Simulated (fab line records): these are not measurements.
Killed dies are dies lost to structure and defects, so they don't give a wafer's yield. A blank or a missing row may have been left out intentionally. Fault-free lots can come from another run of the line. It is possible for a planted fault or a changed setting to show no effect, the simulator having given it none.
fab line records	flow n5Finfet
record lots=9	wafers=27	lastDay=20
route steps=1938 shown BEOL_M3@989 BEOL_M4@1111 PASSIVATION@1936
lots that met no fault: taken from a fault-free run of the same line
startH: start of the lot's first displayed wafer, in hours after the record's first day	waitH: hours since the lot's step before	" identical to the entry in the row above	L1.1+2: one row covering several wafers at once	- no value present, or no start provided	* or withheld: withheld	< > ~ a bound
route shown NAME@n: names a module that has steps shown in the file, with the first one's number in the route	usual: mean/standard deviation of fault-free wafers	same: alike in all rows	chamber/n: place in a boat	sites: readings site by site	_std_site: their standard deviation	_edge_site: inner sites' mean taken away from outer sites' mean	radiusMm: for every site, how far away it sits from the centre of the wafer	mask NAME#n: copy n	behind: tool/chamber where the wafer was last shaped	hold: reason for holding the lot/hours on hold/outcome of the hold	device: the transistor (n, p or np) that didn't switch	end of line: the tests these same wafers got at the end of their route	for a step that has no rows: nothing shown but its recipe	killed: the dies lost at the first sort to structure and to defects; this is not the yield of the wafer	map: dies across one wafer; x = killed, . = not, _ = none there
set.NAME: the setting the step ran with; set.NAME@STEP: the setting that earlier step ran with	model.NAME: the simulator's own value behind a step, which no gauge read
route steps across a sampled set of lots; one table per step, one row per wafer
services: from which hour (startH, from the record's first day; less than 0 if before it) a tool's chamber was out of use, for how many hours, and why
## steps
# step N5_BEOL_M3_DEGAS_44
# recipe ambient=vacuum	tempC=250	timeS=60
# usual heaterPowerW=336/26
lot.wafer	tool	chamber	startH	waitH	heaterPowerW
L226.2	pvdSputter-02	-	156.26	0.0	368
L226.4	"	-	"	"	348
L226.6	"	-	"	"	320
L228.2	pvdSputter-02	-	168.51	1.2	360
L228.3	"	-	"	"	308
L228.4	"	-	"	"	334
L229.2	pvdSputter-02	-	172.71	0.4	357
L229.4	"	-	"	"	306
L229.5	"	-	"	"	341
L231.2	pvdSputter-02	-	181.79	0.2	342
L231.3	"	-	"	"	319
L231.4	"	-	"	"	345
L236.2	pvdSputter-03	-	212.72	0.0	371
L236.5	"	-	"	"	310
L236.6	"	-	"	"	356
L237.1	pvdSputter-02	-	215.59	0.3	319
L237.3	"	-	"	"	343
L237.6	"	-	"	"	345
L245.3	pvdSputter-02	-	287.62	0.7	311
L245.4	"	-	"	"	358
L245.6	"	-	"	"	339
L244.1	pvdSputter-02	-	290.72	2.1	349
L244.3	"	-	"	"	316
L244.5	"	-	"	"	339
L249.4	pvdSputter-01	-	294.39	0.5	293
L249.5	"	-	"	"	292
L249.6	"	-	"	"	328
# step N5_BEOL_M3_PRE_CLEAN_45
# recipe gas=H2/He	timeS=30	tempC=250
# usual heaterPowerW=336/26
lot.wafer	tool	chamber	startH	waitH	heaterPowerW
L226.2	pvdSputter-02	-	156.30	0.0	350
L226.4	"	-	"	"	344
L226.6	"	-	"	"	314
L228.2	pvdSputter-02	-	168.55	0.0	357
L228.3	"	-	"	"	314
L228.4	"	-	"	"	357
L229.2	pvdSputter-02	-	172.75	0.0	355
L229.4	"	-	"	"	319
L229.5	"	-	"	"	338
L231.2	pvdSputter-02	-	181.83	0.0	340
L231.3	"	-	"	"	328
L231.4	"	-	"	"	354
L236.2	pvdSputter-03	-	212.76	0.0	368
L236.5	"	-	"	"	309
L236.6	"	-	"	"	372
L237.1	pvdSputter-02	-	215.63	0.0	310
L237.3	"	-	"	"	341
L237.6	"	-	"	"	341
L245.3	pvdSputter-02	-	287.66	0.0	305
L245.4	"	-	"	"	349
L245.6	"	-	"	"	346
L244.1	pvdSputter-02	-	290.76	0.0	350
L244.3	"	-	"	"	314
L244.5	"	-	"	"	338
L249.4	pvdSputter-01	-	294.43	0.0	288
L249.5	"	-	"	"	295
L249.6	"	-	"	"	334
# step N5_BEOL_M3_ALD_84
# recipe material=TaN	targetThkA=*	tempC=275	aldPrecursorFamily=PDMAT	aldCoReactant=NH3	pressureTorr=3	carrierFlowSccm=1500	pulseTimeS=2	purgeTimeS=3	coReactantPurgeTimeS=2	coReactantPulseTimeS=3	aldCycles=30	precursorVesselTempC=75	precursorVesselPressureTorr=26.25	precursorVesselCarrierSccm=1000
# usual aldCycles=30/0	heaterPowerOuterW=244/31	heaterPowerW=430/51	mfcCarrierSccm=1500/5.1	precursorVesselPressureTorr=26.26/0.057
lot.wafer	tool	chamber	startH	waitH	aldCycles	heaterPowerOuterW	heaterPowerW	mfcCarrierSccm	precursorVesselPressureTorr
L226.2	aldMetal-03	0	156.36	0.0	30	295	505	1499	26.32
L226.4	"	1	"	"	30	228	424	1499	26.23
L226.6	"	3	"	"	30	225	411	1507	26.28
L228.2	aldMetal-03	0	168.66	0.1	30	299	511	1508	26.31
L228.3	"	3	"	"	30	224	416	1501	26.16
L228.4	"	2	"	"	30	271	489	1499	26.22
L229.2	aldMetal-04	1	172.81	0.0	30	231	393	1504	26.29
L229.4	"	3	"	"	30	221	426	1509	26.36
L229.5	"	3	"	"	30	222	412	1497	26.39
L231.2	aldMetal-01	3	182.09	0.2	30	269	456	1495	26.16
L231.3	"	0	"	"	30	229	375	1497	26.32
L231.4	"	2	"	"	30	255	444	1497	26.28
L236.2	aldMetal-04	1	212.82	0.0	30	225	398	1495	26.24
L236.5	"	2	"	"	30	219	406	1503	26.31
L236.6	"	3	"	"	30	218	422	1494	26.26
L237.1	aldMetal-01	1	215.88	0.2	30	287	494	1496	26.27
L237.3	"	3	"	"	20	274	471	1496	26.21
L237.6	"	0	"	"	30	221	383	1497	26.30
L245.3	aldMetal-04	0	287.85	0.2	30	172	311	1497	26.16
L245.4	"	1	"	"	30	228	411	1509	26.22
L245.6	"	3	"	"	30	221	418	1498	26.31
L244.1	aldMetal-01	0	290.82	0.0	30	226	385	1509	26.30
L244.3	"	1	"	"	30	277	505	1504	26.21
L244.5	"	1	"	"	30	287	505	1506	26.27
L249.4	aldMetal-01	1	294.49	0.0	30	277	487	1511	26.31
L249.5	"	3	"	"	30	270	449	1503	26.31
L249.6	"	2	"	"	30	251	434	1497	26.27
# step N5_BEOL_M3_ANNEAL_49
# recipe tempC=400	timeS=240	ambient=vacuum
# usual heaterPowerW=853/71
lot.wafer	tool	chamber	startH	waitH	heaterPowerW
L226.2	pvdSputter-01	-	157.40	0.0	877
L226.4	"	-	"	"	743
L226.6	"	-	"	"	945
L228.2	pvdSputter-01	-	169.31	0.0	931
L228.3	"	-	"	"	869
L228.4	"	-	"	"	934
L229.2	pvdSputter-02	-	175.43	0.0	887
L229.4	"	-	"	"	846
L229.5	"	-	"	"	868
L231.2	pvdSputter-01	-	182.81	0.0	875
L231.3	"	-	"	"	934
L231.4	"	-	"	"	726
L236.2	pvdSputter-03	-	213.55	0.0	932
L236.5	"	-	"	"	905
L236.6	"	-	"	"	916
L237.1	pvdSputter-01	-	216.40	0.0	730
L237.3	"	-	"	"	862
L237.6	"	-	"	"	722
L245.3	pvdSputter-03	-	288.46	0.0	801
L245.4	"	-	"	"	914
L245.6	"	-	"	"	928
L244.1	pvdSputter-02	-	291.54	0.0	800
L244.3	"	-	"	"	873
L244.5	"	-	"	"	771
L249.4	pvdSputter-03	-	295.04	0.0	763
L249.5	"	-	"	"	893
L249.6	"	-	"	"	930
# step N5_BEOL_M4_RC_MEAS_101
# usual CHAIN_V2=230/9	CHAIN_V2_max_site=238/10	COMB_M3=5.7e-11/1e-11	COMB_M3_max_site=8e-11/1.7e-11	DIBL_N=36.3/1.7	DIBL_P=36.5/2.1	IOFF_N=0.16/0.03	IOFF_P=0.22/0.035	ION_N=675/11	ION_P=465/7.1	SS_N=71.5/0.62	SS_P=73.3/0.64	VT_N=250/3.1	VT_P=-249.1/3
lot.wafer	tool	chamber	startH	waitH	CHAIN_V2[ohm/link]	CHAIN_V2_max_site[ohm/link]	COMB_M3[S/m]	COMB_M3_max_site[S/m]	DIBL_N[mV/V]	DIBL_P[mV/V]	IOFF_N[nA/um]	IOFF_P[nA/um]	ION_N[uA/um]	ION_P[uA/um]	SS_N[mV/dec]	SS_P[mV/dec]	VT_N[mV]	VT_P[mV]
L226.2	prober-01	0	170.56	0.8	220	229	3.9e-11	6.3e-11	37.8	38.9	0.19	0.26	682	470	72.1	73.8	246	-245.8
L226.4	"	0	"	"	224	236	5.2e-11	7.3e-11	37.7	38.4	0.19	0.27	686	473	72.0	73.4	248	-246.1
L226.6	"	0	"	"	229	237	5.3e-11	7e-11	35.5	36.7	0.15	0.23	675	469	71.0	72.5	252	-248.8
L228.2	prober-02	0	181.83	0.2	223	227	4.5e-11	5.2e-11	36.3	36.0	0.15	0.21	670	464	71.2	72.9	251	-248.5
L228.3	"	0	"	"	223	235	7.2e-11	1.02e-10	39.2	38.8	0.22	0.24	679	462	71.9	73.5	245	-249.6
L228.4	"	0	"	"	225	234	6.5e-11	8.8e-11	34.9	33.5	0.13	0.16	668	455	70.1	72.4	251	-255.4
L229.2	prober-02	0	188.85	0.2	214	217	4.7e-11	6.8e-11	37.0	37.1	0.16	0.24	688	479	71.4	73.4	249	-247.9
L229.4	"	0	"	"	217	227	6.1e-11	8.7e-11	36.8	36.1	0.14	0.21	666	465	71.5	73.0	253	-248.5
L229.5	"	0	"	"	230	235	5.7e-11	6.9e-11	38.2	38.9	0.19	0.27	689	476	71.7	73.9	247	-246.0
L231.2	prober-01	0	195.39	0.2	219	227	5.3e-11	7.2e-11	36.4	36.4	0.16	0.19	669	456	71.9	73.9	251	-253.5
L231.3	"	0	"	"	216	224	3.9e-11	5e-11	33.1	32.5	0.11	0.16	671	460	71.3	72.4	254	-256.4
L231.4	"	0	"	"	225	234	7.9e-11	1.17e-10	37.8	39.1	0.21	0.25	688	472	72.2	74.0	243	-246.4
L236.2	prober-01	0	223.79	0.2	242	250	4.8e-11	8.4e-11	35.4	36.4	0.16	0.21	660	460	71.6	73.4	248	-251.2
L236.5	"	0	"	"	232	240	4.5e-11	6.6e-11	35.8	37.6	0.18	0.23	679	467	70.7	73.8	245	-249.6
L236.6	"	0	"	"	227	231	4.7e-11	7.3e-11	35.8	35.5	0.15	0.19	666	454	71.8	73.0	247	-251.7
L237.1	prober-02	0	226.44	0.0	230	233	7.4e-11	1.09e-10	36.7	35.8	0.16	0.22	686	469	71.6	73.4	250	-249.1
L237.3	"	0	"	"	193	196	1.71e-10	2.71e-10	33.5	32.1	0.10	0.16	656	457	70.9	72.8	256	-253.1
L237.6	"	0	"	"	234	243	7.5e-11	9e-11	35.0	34.4	0.13	0.19	678	463	71.0	73.4	251	-250.4
L245.3	prober-02	0	303.65	0.3	227	237	8.4e-11	1.06e-10	37.7	38.0	0.17	0.21	679	457	72.3	73.4	250	-251.3
L245.4	"	0	"	"	220	230	6.7e-11	8.3e-11	37.1	36.4	0.16	0.19	667	447	72.0	72.9	253	-255.7
L245.6	"	0	"	"	231	238	6.6e-11	9e-11	35.4	35.3	0.13	0.18	665	458	71.1	73.0	252	-252.1
L244.1	prober-02	0	330.25	0.0	237	246	7.1e-11	9.8e-11	37.5	38.0	0.18	0.28	662	460	71.3	73.8	248	-245.2
L244.3	"	0	"	"	228	238	6e-11	8.1e-11	37.8	36.8	0.17	0.24	678	466	72.0	73.4	251	-246.1
L244.5	"	0	"	"	223	229	5.6e-11	8.3e-11	39.2	38.9	0.20	0.26	672	456	72.5	73.3	247	-245.9
L249.4	prober-02	0	332.50	0.5	220	229	5.6e-11	8.7e-11	36.4	38.1	0.16	0.23	671	467	71.5	73.8	252	-246.8
L249.5	"	0	"	"	232	236	6.5e-11	8e-11	34.0	35.8	0.13	0.20	686	475	70.5	73.1	253	-248.7
L249.6	"	0	"	"	230	237	4.9e-11	6.7e-11	36.9	38.7	0.19	0.24	691	480	71.2	73.9	245	-246.6
# sites CHAIN_V2 radiusMm=0,75,75,75,75,140,140,140,140
L226.2 222 221 220 229 227 215 219 218 212
L228.2 223 227 224 222 227 225 215 220 220
L229.2 210 217 216 212 216 216 210 214 210
L231.2 215 218 224 219 217 227 226 218 220
L236.2 246 244 250 240 246 242 239 234 230
L237.1 233 231 230 229 230 224 224 233 224
L245.3 223 227 237 229 227 227 223 230 229
L244.1 220 237 237 237 246 230 241 239 232
L249.4 218 222 229 222 226 214 220 220 218
# sites COMB_M3 radiusMm=0,75,75,75,75,140,140,140,140
L226.2 5e-11 3.4e-11 3.9e-11 2.9e-11 4.4e-11 6.3e-11 3e-11 3.6e-11 4.5e-11
L228.2 4.5e-11 5.2e-11 4.5e-11 4.9e-11 3.4e-11 3.5e-11 3.9e-11 3.3e-11 5.1e-11
L229.2 4.6e-11 5.9e-11 6.8e-11 4.5e-11 3.8e-11 2.5e-11 6.2e-11 6.2e-11 4.7e-11
L231.2 5.2e-11 5.9e-11 6.7e-11 7.2e-11 3.8e-11 5.3e-11 6e-11 4.2e-11 4.4e-11
L236.2 4.3e-11 8e-11 4.7e-11 4.8e-11 8.4e-11 6.2e-11 6.5e-11 3.9e-11 3.8e-11
L237.1 1.09e-10 7.5e-11 5.2e-11 7.4e-11 8.3e-11 9.3e-11 6.1e-11 6.7e-11 5.2e-11
L245.3 8.4e-11 6.6e-11 9.1e-11 5.3e-11 4.4e-11 1.06e-10 8.4e-11 7.2e-11 9.7e-11
L244.1 6.4e-11 4.4e-11 8.1e-11 7.1e-11 7.4e-11 5.1e-11 6.4e-11 9.8e-11 9.6e-11
L249.4 5.1e-11 5.4e-11 8.7e-11 5.6e-11 7.6e-11 5.6e-11 6.2e-11 6.2e-11 4.1e-11
# step N5_PASSIVATION_PROBE_49
# usual defectLimitedYield=91.2/1.4	killed_at_M0_to_M3=36/10	killed_at_M4_up=13/5.1	killedAtContacts=12/5.4	killedAtFrontEnd=39/11	killedAtOther=3.5/2.4	killedDies=104/17	killedOpen=67/13	killedShort=36/8.3	sort_bin_4_leakage=0/0	sort_bin_5_function=5.2/0.98	sort_bin_6_memory=3.3/0.68	sortNPass=1076/17	sortYieldPct=91.2/1.4
# same grossDies=1180	killedAtBackSide=0	sort_bin_8_speed[%]=0
lot.wafer	tool	chamber	startH	waitH	defectLimitedYield[%]	killed_at_M0_to_M3	killed_at_M4_up	killedAtContacts	killedAtFrontEnd	killedAtOther	killedDies	killedOpen	killedShort	sort_bin_4_leakage[%]	sort_bin_5_function[%]	sort_bin_6_memory[%]	sortNPass	sortYieldPct[%]
L226.2	prober-01	-	259.84	0.1	91.3	33	12	22	31	5	103	70	32	0	5.4	3.1	1077	91.3
L226.4	prober-01	-	259.94	0.2	92.9	23	14	13	31	3	84	58	26	0	3.6	3.3	1096	92.9
L226.6	prober-01	-	260.04	0.3	91.7	40	9	12	34	3	98	67	31	0	4.3	3.5	1082	91.7
L228.2	prober-02	-	271.36	0.1	92.0	34	10	21	26	3	94	58	35	0	4.3	3.5	1086	92.0
L228.3	prober-02	-	271.41	0.1	91.8	41	8	8	40	0	97	65	31	0	5.0	2.9	1083	91.8
L228.4	prober-02	-	271.46	0.2	92.1	27	17	17	27	5	93	66	25	0	5.4	2.2	1087	92.1
L229.2	prober-01	-	278.46	0.1	90.4	41	10	21	41	0	113	71	41	0	4.7	4.2	1067	90.4
L229.4	prober-01	-	278.56	0.2	91.4	30	9	19	41	3	102	55	47	0	5.8	2.9	1078	91.4
L229.5	prober-01	-	278.61	0.2	89.2	51	9	14	48	5	127	85	42	0	5.8	4.6	1053	89.2
L231.2	prober-02	-	280.22	0.1	94.0	28	11	8	21	3	71	40	29	0	3.8	1.7	1109	94.0
L231.3	prober-02	-	280.27	0.1	91.9	19	12	13	52	0	96	54	39	0	4.5	3.3	1084	91.9
L231.4	prober-02	-	280.32	0.2	91.9	33	5	6	48	3	95	56	33	0	4.7	2.6	1085	91.9
L236.2	prober-02	-	309.27	0.1	89.7	34	24	16	45	2	121	87	34	0	6.8	3.3	1059	89.7
L236.5	prober-02	-	309.42	0.2	88.8	34	19	23	52	4	132	86	46	0	6.4	4.2	1048	88.8
L236.6	prober-02	-	309.47	0.3	91.0	30	25	12	39	0	106	75	31	0	5.4	3.1	1074	91.0
L237.1	prober-01	-	319.60	0.0	89.6	43	17	24	39	0	123	75	48	0	5.8	4.2	1057	89.6
L237.3	prober-01	-	319.70	0.1	83.1	142	10	13	25	10	200	68	45	7.37	5.5	3.5	980	83.1
L237.6	prober-01	-	319.85	0.3	90.6	44	18	13	29	7	111	67	42	0	5.3	3.7	1069	90.6
L245.3	prober-01	-	435.14	0.1	91.7	31	9	11	40	7	98	63	35	0	4.8	3.1	1082	91.7
L245.4	prober-01	-	435.19	0.2	91.9	23	13	11	44	4	95	70	24	0	4.5	3.3	1085	91.9
L245.6	prober-01	-	435.29	0.3	91.9	24	13	21	36	2	96	73	23	0	4.6	3.3	1084	91.9
L249.4	prober-01	-	458.46	0.2	90.4	27	12	26	39	9	113	78	35	0	5.8	3.4	1067	90.4
L249.5	prober-01	-	458.51	0.2	89.6	48	16	17	40	2	123	86	37	0	5.9	3.8	1057	89.6
L249.6	prober-01	-	458.56	0.3	91.8	30	10	14	40	3	97	64	31	0	4.9	3.1	1083	91.8
L244.1	prober-01	-	468.27	0.0	89.7	53	15	16	35	3	122	80	37	0	6.5	3.1	1058	89.7
L244.3	prober-01	-	468.37	0.1	90.3	46	13	15	40	1	115	75	40	0	6.1	3.3	1065	90.3
L244.5	prober-01	-	468.47	0.2	89.0	29	20	14	65	2	130	83	47	0	6.5	4.3	1050	89.0
# killed by level:class
L226.2 MOL_CONTACT_COAG:geometricParticle:open=19 BEOL_M1:geometricParticle:open=8 GATE_CUT:geometricParticle:short=7 BEOL_M4:geometricParticle:open=7 BEOL_M3:geometricParticle:open=6 STI_FIN_REVEAL:geometricParticle:open=5 BEOL_M2:geometricParticle:open=5 DUMMY_GATE:geometricParticle:open=4
L226.4 STI_FIN_REVEAL:geometricParticle:open=11 MOL_CONTACT_COAG:geometricParticle:open=9 BEOL_M3:geometricParticle:open=7 BEOL_M4:geometricParticle:open=7 GATE_CUT:geometricParticle:open=4 MOL_CONTACT_COAG:geometricParticle:short=4 BEOL_M1:geometricParticle:open=4 STI_FIN_REVEAL:geometricParticle:short=3
L226.6 BEOL_M0_SAQP:geometricParticle:open=15 STI_FIN_REVEAL:geometricParticle:open=11 FIN_SAQP:geometricParticle:short=8 MOL_CONTACT_COAG:geometricParticle:open=8 BEOL_M3:geometricParticle:open=8 BEOL_M0_SAQP:geometricParticle:short=7 BEOL_M2:geometricParticle:open=5 GATE_CUT:geometricParticle:open=4
L228.2 MOL_CONTACT_COAG:geometricParticle:open=15 BEOL_M3:geometricParticle:open=7 BEOL_M1:geometricParticle:short=7 BEOL_M1:geometricParticle:open=6 FIN_SAQP:geometricParticle:open=5 MOL_CONTACT_COAG:geometricParticle:short=5 BEOL_M2:geometricParticle:open=5 FIN_SAQP:geometricParticle:short=4
L228.3 BEOL_M3:geometricParticle:open=11 MOL_CONTACT_COAG:geometricParticle:open=8 BEOL_M2:geometricParticle:open=8 BEOL_M1:geometricParticle:open=6 ILD0:geometricParticle:open=5 GATE_CUT:geometricParticle:open=5 BEOL_M3:geometricParticle:short=5 BEOL_M4:geometricParticle:open=5
L228.4 BEOL_M4:geometricParticle:open=14 MOL_CONTACT_COAG:geometricParticle:open=13 BEOL_M3:geometricParticle:open=10 BEOL_M0_SAQP:geometricParticle:open=7 FIN_SAQP:geometricParticle:short=6 FIN_SAQP:geometricParticle:open=4 STI_FIN_REVEAL:geometricParticle:open=4 GATE_CUT:geometricParticle:short=4
L229.2 MOL_CONTACT_COAG:geometricParticle:open=18 FIN_SAQP:geometricParticle:short=13 BEOL_M2:geometricParticle:open=12 BEOL_M0_SAQP:geometricParticle:short=9 FIN_SAQP:geometricParticle:open=8 BEOL_M0_SAQP:geometricParticle:open=8 GATE_CUT:geometricParticle:short=5 DUMMY_GATE:geometricParticle:open=4
L229.4 MOL_CONTACT_COAG:geometricParticle:open=16 FIN_SAQP:geometricParticle:short=9 BEOL_M0_SAQP:geometricParticle:short=7 FIN_SAQP:geometricParticle:open=5 BEOL_M0_SAQP:geometricParticle:open=5 BEOL_M3:geometricParticle:short=5 GATE_CUT:geometricParticle:short=4 BEOL_M2:geometricParticle:open=4
L229.5 BEOL_M0_SAQP:geometricParticle:open=16 BEOL_M0_SAQP:geometricParticle:short=11 FIN_SAQP:geometricParticle:open=10 MOL_CONTACT_COAG:geometricParticle:open=10 BEOL_M3:geometricParticle:open=8 BEOL_M2:geometricParticle:open=7 FIN_SAQP:geometricParticle:short=6 STI_FIN_REVEAL:geometricParticle:open=6
L231.2 BEOL_M0_SAQP:geometricParticle:short=8 BEOL_M2:geometricParticle:open=8 MOL_CONTACT_COAG:geometricParticle:open=7 BEOL_M0_SAQP:geometricParticle:open=4 BEOL_M3:geometricParticle:open=4 FIN_SAQP:geometricParticle:short=3 FIN_CUT:geometricParticle:short=3 BEOL_M4:geometricParticle:open=3
L231.3 STI_FIN_REVEAL:geometricParticle:open=9 MOL_CONTACT_COAG:geometricParticle:open=9 FIN_SAQP:geometricParticle:open=7 FIN_SAQP:geometricParticle:short=7 BEOL_M0_SAQP:geometricParticle:open=5 BEOL_M0_SAQP:geometricParticle:short=5 DUMMY_GATE:geometricParticle:open=4 GATE_CUT:geometricParticle:short=4
L231.4 FIN_SAQP:geometricParticle:open=12 STI_FIN_REVEAL:geometricParticle:open=8 BEOL_M0_SAQP:geometricParticle:short=8 BEOL_M0_SAQP:geometricParticle:open=8 BEOL_M3:geometricParticle:open=7 FIN_SAQP:geometricParticle:short=6 MOL_CONTACT_COAG:geometricParticle:open=5 BEOL_M2:geometricParticle:open=5
L236.2 FIN_SAQP:geometricParticle:open=21 MOL_CONTACT_COAG:geometricParticle:open=13 BEOL_M4:geometricParticle:open=10 BEOL_M0_SAQP:geometricParticle:open=7 FIN_SAQP:geometricParticle:short=6 BEOL_M3:geometricParticle:open=6 BEOL_M5:geometricParticle:open=5 BEOL_M0_SAQP:geometricParticle:short=4
L236.5 MOL_CONTACT_COAG:geometricParticle:open=20 FIN_SAQP:geometricParticle:open=14 STI_FIN_REVEAL:geometricParticle:open=9 DUMMY_GATE:geometricParticle:open=9 BEOL_M1:geometricParticle:open=8 BEOL_M1:geometricParticle:short=7 FIN_SAQP:geometricParticle:short=6 BEOL_M2:geometricParticle:short=5
L236.6 STI_FIN_REVEAL:geometricParticle:open=9 MOL_CONTACT_COAG:geometricParticle:open=9 BEOL_M3:geometricParticle:open=9 BEOL_M5:geometricParticle:open=9 BEOL_M4:geometricParticle:open=7 FIN_SAQP:geometricParticle:open=6 BEOL_M2:geometricParticle:open=6 DUMMY_GATE:geometricParticle:open=5
L237.1 MOL_CONTACT_COAG:geometricParticle:open=21 BEOL_M0_SAQP:geometricParticle:open=19 BEOL_M0_SAQP:geometricParticle:short=13 FIN_SAQP:geometricParticle:short=12 BEOL_M4:geometricParticle:open=7 STARTING-WAFER:geometricParticle:short=5 STI_FIN_REVEAL:geometricParticle:open=4 GATE_CUT:geometricParticle:short=4
L237.3 M3:areaAld=87 BEOL_M0_SAQP:geometricParticle:short=25 BEOL_M0_SAQP:geometricParticle:open=23 MOL_CONTACT_COAG:geometricParticle:open=11 FIN_SAQP:geometricParticle:short=6 PAD_METAL:geometricParticle:open=6 FIN_SAQP:geometricParticle:open=4 STI_FIN_REVEAL:geometricParticle:open=4
L237.6 BEOL_M0_SAQP:geometricParticle:open=12 MOL_CONTACT_COAG:geometricParticle:open=10 BEOL_M0_SAQP:geometricParticle:short=10 FIN_SAQP:geometricParticle:short=7 STI_FIN_REVEAL:geometricParticle:open=7 DUMMY_GATE:geometricParticle:open=5 BEOL_M1:geometricParticle:short=5 BEOL_M1:geometricParticle:open=5
L245.3 DUMMY_GATE:geometricParticle:open=13 BEOL_M1:geometricParticle:open=9 MOL_CONTACT_COAG:geometricParticle:open=8 BEOL_M0_SAQP:geometricParticle:short=6 FIN_SAQP:geometricParticle:open=5 BEOL_M3:geometricParticle:open=5 STI_FIN_REVEAL:geometricParticle:open=4 BEOL_M1:geometricParticle:short=4
L245.4 MOL_CONTACT_COAG:geometricParticle:open=11 STI_FIN_REVEAL:geometricParticle:open=11 DUMMY_GATE:geometricParticle:open=11 BEOL_M4:geometricParticle:open=6 FIN_SAQP:geometricParticle:short=5 BEOL_M0_SAQP:geometricParticle:open=5 BEOL_M0_SAQP:geometricParticle:short=4 BEOL_M0:geometricParticle:short=4
L245.6 MOL_CONTACT_COAG:geometricParticle:open=19 FIN_SAQP:geometricParticle:open=10 STI_FIN_REVEAL:geometricParticle:open=9 BEOL_M1:geometricParticle:open=8 BEOL_M4:geometricParticle:open=7 BEOL_M0_SAQP:geometricParticle:open=6 FIN_SAQP:geometricParticle:short=4 BEOL_M1:geometricParticle:short=4
L249.4 MOL_CONTACT_COAG:geometricParticle:open=18 FIN_SAQP:geometricParticle:open=11 BEOL_M2:geometricParticle:open=9 MOL_CONTACT_COAG:geometricParticle:short=8 FIN_SAQP:geometricParticle:short=7 BEOL_M3:geometricParticle:open=7 DUMMY_GATE:geometricParticle:open=5 BEOL_M0_SAQP:geometricParticle:open=4
L249.5 MOL_CONTACT_COAG:geometricParticle:open=16 BEOL_M0_SAQP:geometricParticle:short=12 BEOL_M0_SAQP:geometricParticle:open=12 BEOL_M3:geometricParticle:open=12 FIN_SAQP:geometricParticle:short=9 FIN_SAQP:geometricParticle:open=8 DUMMY_GATE:geometricParticle:open=7 BEOL_M2:geometricParticle:open=7
L249.6 MOL_CONTACT_COAG:geometricParticle:open=10 FIN_SAQP:geometricParticle:short=8 DUMMY_GATE:geometricParticle:open=8 BEOL_M2:geometricParticle:open=8 FIN_SAQP:geometricParticle:open=7 STI_FIN_REVEAL:geometricParticle:open=5 BEOL_M2:geometricParticle:short=5 BEOL_M3:geometricParticle:open=5
L244.1 BEOL_M0_SAQP:geometricParticle:open=17 MOL_CONTACT_COAG:geometricParticle:open=15 BEOL_M0_SAQP:geometricParticle:short=14 BEOL_M2:geometricParticle:open=10 BEOL_M4:geometricParticle:open=10 FIN_SAQP:geometricParticle:short=9 STI_FIN_REVEAL:geometricParticle:open=8 BEOL_M3:geometricParticle:open=6
L244.3 MOL_CONTACT_COAG:geometricParticle:open=12 FIN_SAQP:geometricParticle:short=10 BEOL_M0_SAQP:geometricParticle:short=10 BEOL_M3:geometricParticle:open=9 BEOL_M0_SAQP:geometricParticle:open=7 BEOL_M4:geometricParticle:open=7 FIN_SAQP:geometricParticle:open=6 DUMMY_GATE:geometricParticle:open=6
L244.5 FIN_SAQP:geometricParticle:short=16 FIN_SAQP:geometricParticle:open=15 STI_FIN_REVEAL:geometricParticle:open=13 MOL_CONTACT_COAG:geometricParticle:open=12 BEOL_M4:geometricParticle:open=11 BEOL_M0_SAQP:geometricParticle:open=7 STARTING-WAFER:geometricParticle:short=6 BEOL_M0_SAQP:geometricParticle:short=5
## services
tool	chamber	startH	hours	kind
aldMetal-01	1	139.97	11.9	repair
aldMetal-01	-	163.67	0.3	repair
aldMetal-03	-	176.80	0.5	repair
aldMetal-04	-	194.12	1.3	repair
aldMetal-03	-	207.92	1.4	repair
aldMetal-04	-	216.55	1.4	repair
aldMetal-01	2	253.05	-	calibration
aldMetal-04	-	285.82	0.8	repair
## key
firstSign step=N5_BEOL_M3_ALD_84	reading=aldCycles	direction=down	sigmas=99+	usual=*	struck=*
effect step=N5_BEOL_M4_RC_MEAS_101	reading=COMB_M3	direction=up	sigmas=11	usual=5.7e-11	struck=1.71e-10
effect step=N5_BEOL_M4_RC_MEAS_101	reading=CHAIN_V2	direction=down	sigmas=4	usual=230	struck=193
effect step=N5_BEOL_M4_RC_MEAS_101	reading=COMB_M3_max_site	direction=up	sigmas=11	usual=8e-11	struck=2.71e-10
effect step=N5_BEOL_M4_RC_MEAS_101	reading=CHAIN_V2_max_site	direction=down	sigmas=4.2	usual=238	struck=196
effect step=N5_PASSIVATION_PROBE_49	reading=sort_bin_4_leakage	direction=up	sigmas=87	usual=0	struck=7.37
moreKillsBornAt N5_BEOL_M3_ALD_84@aldMetal-01=87
metAt N5_BEOL_M3_ALD_84
struckLots L237
struckWafers L237.3
notActingAt N5_BEOL_M3_DEGAS_44,N5_BEOL_M3_PRE_CLEAN_45,N5_BEOL_M3_ANNEAL_49
onsetBetween 182.09 215.88
fault kind=processParameterDrift	tool=aldMetal-01	chamber=3	onsetH=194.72	steps=N5_BEOL_M3_ALD_84	channel=aldCycles	offset=*	shape=step	endH=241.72	actsIn=*	stated=*
